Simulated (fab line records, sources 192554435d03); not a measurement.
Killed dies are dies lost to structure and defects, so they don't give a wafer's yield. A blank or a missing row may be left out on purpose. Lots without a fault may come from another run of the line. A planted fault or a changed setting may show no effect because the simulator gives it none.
Which tool did it? | flow n5_finfet | 7 lots, 21 wafers sampled, at 7 steps of a route of 1938

WHAT THE GAUGES READ, wafer by wafer
N5_GATE_CUT_THK_MEAS_24. Usual: GC_FILL_THK 219.1 nm, standard deviation 2.
lot  | measured    | on            | GC_FILL_THK (nm)  | flag
L748 | day 5 04:05 | film_metro-01 | 218.7 217.9 219.7 |
L749 | day 5 09:13 | film_metro-01 | 219.7 221.9 221.2 |
L756 | day 7 09:06 | film_metro-02 | 220.3 221.5 220.5 |
L757 | day 7 10:37 | film_metro-02 | 217.1 221.2 220.2 |
L762 | day 8 13:47 | film_metro-01 | 130.5 130.7 221.7 | OFF
L765 | day 9 09:06 | film_metro-01 | 213.9 128.2 129.7 | OFF
L767 | day 9 20:47 | film_metro-01 | 217.9 131.7 220.6 | OFF

N5_BEOL_M4_RC_MEAS_101. Usual: DIBL_N 36.4 mV/V, standard deviation 1.2; DIBL_P 36.1 mV/V, standard deviation 1.6; IOFF_N 0.156 nA/um, standard deviation 0.024; IOFF_P 0.21 nA/um, standard deviation 0.031; ION_N 674 uA/um, standard deviation 11; ION_P 463 uA/um, standard deviation 6.9; SS_N 71.5 mV/dec, standard deviation 0.5; SS_P 73.2 mV/dec, standard deviation 0.55; VT_N 250.0 mV, standard deviation 2.9; VT_P -250 mV, standard deviation 3.6.
lot  | measured     | on        | DIBL_N (mV/V)  | DIBL_P (mV/V)  | IOFF_N (nA/um)    | IOFF_P (nA/um) | ION_N (uA/um) | ION_P (uA/um) | SS_N (mV/dec)  | SS_P (mV/dec)  | VT_N (mV)         | VT_P (mV)      | flag
L748 | day 8 05:44  | prober-01 | 37.3 38.7 36.8 | 38.3 39.4 37.6 | 0.181 0.208 0.167 | 0.23 0.24 0.21 | 680 684 674   | 469 464 459   | 72.1 72.1 72.4 | 73.3 73.8 73.3 | 247.3 244.2 247.0 | -250 -249 -251 |
L749 | day 8 06:26  | prober-02 | 35.5 35.4 37.9 | 36.6 36.2 39.3 | 0.160 0.146 0.207 | 0.20 0.18 0.24 | 675 661 679   | 456 450 463   | 71.5 71.3 71.7 | 73.7 73.5 75.0 | 248.2 250.2 244.5 | -252 -257 -249 |
L756 | day 10 10:08 | prober-02 | 36.3 36.3 36.1 | 35.8 35.8 35.7 | 0.159 0.161 0.152 | 0.21 0.21 0.21 | 687 685 668   | 467 472 458   | 71.9 71.1 70.8 | 73.7 74.1 73.5 | 249.2 248.0 249.3 | -251 -251 -250 |
L757 | day 10 16:43 | prober-02 | 38.7 38.5 40.6 | 38.0 38.2 41.5 | 0.181 0.185 0.236 | 0.25 0.25 0.31 | 671 683 696   | 464 468 477   | 72.1 72.3 72.6 | 73.0 73.4 73.8 | 245.3 245.3 245.4 | -246 -249 -242 |
L762 | day 11 15:52 | prober-01 | 36.6 37.2 35.9 | 34.7 35.6 34.3 | 0.131 0.152 0.130 | 0.19 0.19 0.17 | 657 670 664   | 461 458 460   | 71.2 71.5 71.3 | 73.2 73.2 73.3 | 252.3 250.9 251.3 | -251 -251 -252 |
L765 | day 12 12:56 | prober-01 | 37.7 37.7 36.4 | 36.7 37.1 34.8 | 0.175 0.186 0.149 | 0.25 0.26 0.22 | 679 688 661   | 467 470 463   | 71.8 71.7 71.0 | 73.3 74.1 73.3 | 247.2 247.7 250.1 | -247 -247 -248 |
L767 | day 13 12:59 | prober-02 | 37.2 35.7 36.0 | 36.8 34.9 34.9 | 0.152 0.127 0.134 | 0.20 0.18 0.18 | 674 669 681   | 464 462 464   | 71.7 71.3 71.2 | 72.6 72.5 72.6 | 251.9 253.1 253.8 | -254 -254 -255 |

WHICH TOOL RAN EACH LOT (tool, then ch and the chambers of the sampled wafers, then the start)
lot  | N5_GATE_CUT_HM_DEP_46          | N5_GATE_CUT_HM_OPEN_40            | N5_GATE_CUT_STRIP_41              | N5_GATE_CUT_ETCH_19               | N5_GATE_CUT_ETCH_47
L748 | pecvd-01 ch 1,2, day 5 00:44   | rie_diel-04 ch 0,1,2, day 5 01:22 | rie_diel-04 ch 0,1,2, day 5 01:25 | rie_diel-04 ch 0,1,2, day 5 01:29 | rie_metal-01 ch 0,1, day 5 01:44
L749 | pecvd-03 ch 0,1,2, day 5 06:08 | rie_diel-05 ch 0,2,3, day 5 06:45 | rie_diel-05 ch 0,2,3, day 5 06:49 | rie_diel-05 ch 0,2,3, day 5 06:53 | rie_metal-01 ch 0,1, day 5 07:08
L756 | pecvd-01 ch 1,2, day 7 04:26   | rie_diel-04 ch 1,2, day 7 05:23   | rie_diel-04 ch 1,2, day 7 05:26   | rie_diel-04 ch 1,2, day 7 05:30   | rie_metal-02 ch 0,1, day 7 05:46
L757 | pecvd-03 ch 0,1,2, day 7 07:28 | rie_diel-05 ch 0,1, day 7 08:10   | rie_diel-05 ch 0,1, day 7 08:13   | rie_diel-05 ch 0,1, day 7 08:17   | rie_metal-03 ch 0,1, day 7 08:32
L762 | pecvd-01 ch 1,2, day 8 10:11   | rie_diel-05 ch 1,2,3, day 8 10:50 | rie_diel-05 ch 1,2,3, day 8 10:53 | rie_diel-05 ch 1,2,3, day 8 10:57 | rie_metal-02 ch 0,1, day 8 11:13
L765 | pecvd-01 ch 0,2, day 9 06:01   | rie_diel-05 ch 0,1,2, day 9 06:39 | rie_diel-05 ch 0,1,2, day 9 06:43 | rie_diel-05 ch 0,1,2, day 9 06:46 | rie_metal-03 ch 0,1, day 9 07:02
L767 | pecvd-01 ch 1,2, day 9 17:42   | rie_diel-04 ch 1,3, day 9 18:20   | rie_diel-04 ch 1,3, day 9 18:23   | rie_diel-04 ch 1,3, day 9 18:27   | rie_metal-02 ch 0,1, day 9 18:43
- N5_GATE_CUT_HM_DEP_46: deposits SiO2 from TEOS/O2, target thk 130 nm, time 26.6 s.
- N5_GATE_CUT_HM_OPEN_40: chemistry C4F6/O2, target SiO2, target depth 139 nm, time 85.1 s.
- N5_GATE_CUT_STRIP_41: strips in CF4.
- N5_GATE_CUT_ETCH_19: etches SiNx in CH3F/O2, target depth 53.7 nm, time 76.7 s.
- N5_GATE_CUT_ETCH_47: etches SiO2 in Cl2/BCl3, target depth 10 nm.

WHAT THE TOOLS THEMSELVES READ (means of the sampled wafers that have a number; where no wafer has one, the mark that the record gives instead)
N5_GATE_CUT_HM_DEP_46. Usual: heater_power_w 542 W, standard deviation 98; showerhead_plenum_p_Torr 8.354 Torr, standard deviation 0.03; throttle_valve_pct 19.0 %, standard deviation 0.81.
lot  | tool     | heater_power_w (W) | showerhead_plenum_p_Torr (Torr) | throttle_valve_pct (%) | flag
L748 | pecvd-01 | 565                | 8.352                           | 19.3                   |
L749 | pecvd-03 | 481                | 8.382                           | 19.3                   |
L756 | pecvd-01 | 557                | 8.348                           | 19.4                   |
L757 | pecvd-03 | 534                | 8.357                           | 19.1                   |
L762 | pecvd-01 | 581                | 8.337                           | 19.4                   |
L765 | pecvd-01 | 486                | 8.322                           | 19.1                   |
L767 | pecvd-01 | 528                | 8.346                           | 19.4                   |

N5_GATE_CUT_HM_OPEN_40. Usual: drypump_motor_current_A 5.7 A, standard deviation 0.4; etch_rf_on_time_s 93.6 s, standard deviation 1.7; mfc_ar_sccm 299.9 sccm, standard deviation 0.91; oes_product_au 0.69 a.u., standard deviation 0.073; rf_vpp_V 668 V, standard deviation 7.2; showerhead_plenum_p_Torr 2.84 Torr, standard deviation 0.088; throttle_valve_pct 21.01 %, standard deviation 0.24.
lot  | tool        | drypump_motor_current_A (A) | etch_rf_on_time_s (s) | mfc_ar_sccm (sccm) | oes_product_au (a.u.) | rf_vpp_V (V) | showerhead_plenum_p_Torr (Torr) | throttle_valve_pct (%) | flag
L748 | rie_diel-04 | 6.0                         | 93.4                  | 299.2              | 0.67                  | 670          | 2.84                            | 21.14                  |
L749 | rie_diel-05 | 5.6                         | 94.5                  | 299.1              | 0.76                  | 664          | 2.87                            | 20.90                  |
L756 | rie_diel-04 | 6.3                         | 95.4                  | 300.1              | 0.59                  | 667          | 2.83                            | 21.33                  |
L757 | rie_diel-05 | 5.7                         | 94.6                  | 299.8              | 0.65                  | 671          | 2.79                            | 21.13                  |
L762 | rie_diel-05 | 5.4                         | 51.9                  | 299.5              | 0.72                  | 664          | 2.79                            | 20.82                  | OFF
L765 | rie_diel-05 | 5.5                         | 49.5                  | 299.7              | 0.69                  | 665          | 2.85                            | 21.10                  | OFF
L767 | rie_diel-04 | 5.6                         | 73.4                  | 299.6              | 0.63                  | 670          | 2.90                            | 21.17                  | OFF

N5_GATE_CUT_STRIP_41. Usual: drypump_motor_current_A 5.7 A, standard deviation 0.4; oes_product_au 0.177 a.u., standard deviation 0.019; rf_vpp_V 271.1 V, standard deviation 1.5; showerhead_plenum_p_Torr 1.79 Torr, standard deviation 0.051; throttle_valve_pct 13.69 %, standard deviation 0.24.
lot  | tool        | drypump_motor_current_A (A) | oes_product_au (a.u.) | rf_vpp_V (V) | showerhead_plenum_p_Torr (Torr) | throttle_valve_pct (%) | flag
L748 | rie_diel-04 | 6.0                         | 0.175                 | 271.0        | 1.79                            | 13.80                  |
L749 | rie_diel-05 | 5.6                         | 0.197                 | 271.7        | 1.82                            | 13.56                  |
L756 | rie_diel-04 | 6.3                         | 0.156                 | 270.7        | 1.79                            | 14.08                  |
L757 | rie_diel-05 | 5.7                         | 0.168                 | 270.0        | 1.76                            | 13.82                  |
L762 | rie_diel-05 | 5.4                         | 0.187                 | 270.1        | 1.76                            | 13.52                  |
L765 | rie_diel-05 | 5.5                         | 0.180                 | 272.2        | 1.79                            | 13.75                  |
L767 | rie_diel-04 | 5.6                         | 0.163                 | 272.4        | 1.82                            | 13.85                  |

N5_GATE_CUT_ETCH_19. Usual: drypump_motor_current_A 5.7 A, standard deviation 0.4; etch_rf_on_time_s 77.0 s, standard deviation 1; mfc_ar_sccm 150.0 sccm, standard deviation 0.48; oes_product_au 0.65 a.u., standard deviation 0.068; rf_vpp_V 298 V, standard deviation 3.2; showerhead_plenum_p_Torr 2.00 Torr, standard deviation 0.064; throttle_valve_pct 16.44 %, standard deviation 0.24.
lot  | tool        | drypump_motor_current_A (A) | etch_rf_on_time_s (s) | mfc_ar_sccm (sccm) | oes_product_au (a.u.) | rf_vpp_V (V) | showerhead_plenum_p_Torr (Torr) | throttle_valve_pct (%) | flag
L748 | rie_diel-04 | 6.0                         | 76.5                  | 150.1              | 0.63                  | 300          | 2.00                            | 16.56                  |
L749 | rie_diel-05 | 5.6                         | 78.0                  | 149.9              | 0.70                  | 297          | 2.02                            | 16.32                  |
L756 | rie_diel-04 | 6.3                         | 77.7                  | 149.5              | 0.56                  | 298          | 1.99                            | 16.79                  |
L757 | rie_diel-05 | 5.7                         | 77.0                  | 149.4              | 0.61                  | 299          | 1.96                            | 16.57                  |
L762 | rie_diel-05 | 5.4                         | 76.5                  | 150.0              | 0.69                  | 297          | 1.96                            | 16.25                  |
L765 | rie_diel-05 | 5.5                         | 77.5                  | 150.0              | 0.65                  | 298          | 2.00                            | 16.51                  |
L767 | rie_diel-04 | 5.6                         | 77.5                  | 150.4              | 0.60                  | 300          | 2.04                            | 16.61                  |

N5_GATE_CUT_ETCH_47. Usual: drypump_motor_current_A 5.6 A, standard deviation 0.51; mfc_ar_sccm 25.01 sccm, standard deviation 0.065; oes_product_au 0.75 a.u., standard deviation 0.11; throttle_valve_pct 22.90 %, standard deviation 0.2.
lot  | tool         | drypump_motor_current_A (A) | mfc_ar_sccm (sccm) | oes_product_au (a.u.) | throttle_valve_pct (%) | flag
L748 | rie_metal-01 | 6.0                         | 25.05              | 0.77                  | 23.11                  |
L749 | rie_metal-01 | 5.7                         | 25.01              | 0.68                  | 23.19                  |
L756 | rie_metal-02 | 5.7                         | 25.05              | 0.65                  | 22.91                  |
L757 | rie_metal-03 | 5.6                         | 24.99              | 0.83                  | 22.84                  |
L762 | rie_metal-02 | 5.7                         | 25.07              | 0.65                  | 22.91                  |
L765 | rie_metal-03 | 5.6                         | 25.03              | 0.81                  | 22.84                  |
L767 | rie_metal-02 | 5.7                         | 25.03              | 0.64                  | 22.91                  |

THE ANSWER, worked out from the rows above alone
Rule: a lot is off if the mean of its wafers that have a number lies more than 3 standard deviations from the usual mean. A lot without any number at a reading at which 4 lots or more have one is off too. The other lots that the step has rows for count as sound. The gauges are gone through in route order, then the tools' own readings, and for those a lot's mean is taken as printed above. The first step at which some lot is off is used, and at that step the reading that is off furthest; a lot without a number counts as furthest.
Off: L762, L765, L767, at N5_GATE_CUT_THK_MEAS_24 (GC_FILL_THK).
A tool fits if, at a process step before that reading, it ran every lot that is off, and no sound lot after the first of them. The gauges at N5_GATE_CUT_THK_MEAS_24 aren't tried: what is off there is off at N5_GATE_CUT_HM_OPEN_40 too, on other tools, and a gauge's error can't cause that. One fits: pecvd-01 at N5_GATE_CUT_HM_DEP_46. Its last sound lot is L756 (day 7 04:26), its first lot that is off L762 (day 8 10:11): a fault that began between those two fits.

WHAT THE SIMULATOR HAD PUT IN
Process parameter drift: pecvd-01, from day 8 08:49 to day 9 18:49, at N5_GATE_CUT_HM_DEP_46. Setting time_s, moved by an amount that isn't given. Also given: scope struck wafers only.
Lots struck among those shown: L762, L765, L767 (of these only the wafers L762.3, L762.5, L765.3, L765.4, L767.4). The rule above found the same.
